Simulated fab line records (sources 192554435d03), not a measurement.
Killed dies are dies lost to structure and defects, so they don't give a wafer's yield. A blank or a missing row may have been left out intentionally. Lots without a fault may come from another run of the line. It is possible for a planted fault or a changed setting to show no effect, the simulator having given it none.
A lot that was struck, set against a sound lot | flow n5Finfet | 37 steps out of a route of 1938
Sound: these wafers, L515.3, L515.4, L515.5. Struck: wafer L521.3. (L521.6 of the same lot was not struck and is left out.) The cause comes at the end.
Per side, at each step with rows, come the tool, then ch with its chambers, and then its first start. Under that, the readings that differ: sound wafers | struck wafers | difference of the means | sigmas: that difference in standard deviations of wafers without a fault.
alike: same words and numbers on both sides, and readings whose means sit less than 2 such deviations apart. not compared: any withheld reading, any reading some wafer has no value for, any bound like >300 that may hide the same value, and any number with overlapping values for which the record gives no deviation.
Wherever a step has rows on one side only, a row that says differs or no value, or a row with sigmas, the two part there. Non-overlapping numbers with no deviation appear without sigmas and do not part them. A reading missing from all wafers of one side parts the sides only when that side holds two or more wafers.

first, 8 steps without rows for these wafers: N5_BEOL_M0_ANNEAL_119 (time 90 s); N5_BEOL_M0_CMP_120 (polishes, stops on SiOC, t overpolish 6.9 s); N5_BEOL_M0_PRE_CLEAN_131 (time 15 s); N5_BEOL_M0_CO_CAP_123 (material Co, precursor CCTBA/H2, target thk 2 nm, time 102.1 s); N5_BEOL_M0_PRE_CLEAN_124 (time 15 s); N5_BEOL_M0_DEP_125 (deposits SiCN from 3MS/NH3, target thk 8 nm, time 14 s); N5_BEOL_M1_ILD_DEP_00 (deposits SiOC from DEMS/O2, target thk 79 nm, time 15.3 s); N5_BEOL_M1_PECVD_72 (deposits SiO2 from TEOS/O2, target thk 16 nm, time 18 s).
N5_BEOL_M1_HM_DEP_02: deposits TiN, target thk 20 nm.
  sound: pvdSputter-01 at day 8 17:54; struck: pvdSputter-01 at day 10 20:35
reading                                   | sound          | struck | difference | sigmas
model.TiN_of_BEOL_M1_HM_DEP_02.thkNm (nm) | 20.4 20.4 20.6 | 25.4   | +4.9       | 
  alike: throttleValvePct
then, 16 steps without rows for these wafers: N5_BEOL_M1_COAT_61 (time 60 s, resist thk 60 nm); N5_BEOL_M1_COAT_62 (time 60 s, resist thk 12 nm); N5_BEOL_M1_COAT_73 (time 60 s, resist thk 5 nm); N5_BEOL_M1_COAT_05 (resist thk 30 nm); N5_BEOL_M1_EBR_07; N5_BEOL_M1_SOFTBAKE_06 (time 60 s); N5_BEOL_M1_EXPOSE_08 (exposes mask M1); N5_BEOL_M1_PEB_09 (peb time 60 s); N5_BEOL_M1_DEVELOP_10 (develop time 30 s); N5_BEOL_M1_DESCUM_16 (chemistry O2, time 7 s); N5_BEOL_M1_ETCH_74 (etches underlayer in N2/H2, target depth 6.5 nm, time 5.2 s); N5_BEOL_M1_ETCH_63 (etches SiARC in CF4, target depth 15.6 nm, time 26 s); N5_BEOL_M1_ETCH_64 (etches SOC in N2/H2, target depth 75 nm, overetch 15 nm, time 112.5 s); N5_BEOL_M1_STRIP_65 (strips in N2/H2); N5_BEOL_M1_STRIP_75 (strips in N2/H2); N5_BEOL_M1_STRIP_66 (strips in CF4).
N5_BEOL_M1_HM_OPEN_17: chemistry Cl2/BCl3, target TiN, target depth 20 nm, overetch 6 nm.
  sound on rieMetal-03 ch 0,1, day 8 18:41; struck on rieMetal-02 ch 1, day 10 21:31
reading                 | sound            | struck | difference | sigmas
oesProductAu (a.u.)     | 0.69 0.59 0.69   | 0.85   | +0.19      | +2
model.etch.depthNm (nm) | 20.3 20.37 20.58 | 25.33  | +4.91      | 
  alike: drypumpMotorCurrentA, throttleValvePct
  not compared: rfHoursCounterH
then, 8 steps without rows for these wafers: N5_BEOL_M1_STRIP_19 (strips in O2); N5_BEOL_M1_COAT_67 (time 60 s, resist thk 60 nm); N5_BEOL_M1_COAT_68 (time 60 s, resist thk 12 nm); N5_BEOL_M1_COAT_76 (time 60 s, resist thk 5 nm); N5_BEOL_M1_COAT_22 (resist thk 30 nm); N5_BEOL_M1_EBR_24; N5_BEOL_M1_SOFTBAKE_23 (time 60 s); N5_BEOL_M1_EXPOSE_25 (exposes mask V0, defocus 5 nm, target cd 24 nm).
N5_BEOL_M1_TRENCH_ETCH_37: etches SiOC in C4F6/O2, target depth 55.207 nm, time 29 s.
  sound on rieDiel-01 ch 1,2; struck on rieDiel-04 ch 2
reading                                   | sound          | struck | difference | sigmas
drypumpMotorCurrentA (A)                  | 5.4 5.5 5.5    | 6.2    | +0.7       | +2
throttleValvePct (%)                      | 21.4 20.7 20.7 | 20.2   | -0.7       | -2
model.TiN_of_BEOL_M1_HM_DEP_02.thkNm (nm) | 18 18 18.2     | 23     | +5         | 
  alike: O2_flow_sccm, oesProductAu, rfVppV, showerheadPlenumPTorr
  not compared: rfHoursCounterH
N5_BEOL_M4_RC_MEAS_101:
  sound on prober-01 ch 0, day 10 22:16; struck on prober-01 ch 0, day 12 21:29
  alike: DIBL_N, DIBL_P, IOFF_N, IOFF_P, ION_N, ION_P, SS_N, SS_P, VT_N, VT_P
-- here the record skips 4 days between the struck wafers' starts before and after, leaving off in module BEOL_M4 and picking up in module PASSIVATION (first step shown: number 1936 of the route) --
N5_PASSIVATION_PROBE_49:
  the record has rows for the struck wafers here (prober-02, day 17 04:29) and none for the sound ones

== WHERE THEY PART ==
First at N5_BEOL_M1_HM_OPEN_17; last, within this record, at N5_PASSIVATION_PROBE_49.

WHY: whatever the simulator had introduced
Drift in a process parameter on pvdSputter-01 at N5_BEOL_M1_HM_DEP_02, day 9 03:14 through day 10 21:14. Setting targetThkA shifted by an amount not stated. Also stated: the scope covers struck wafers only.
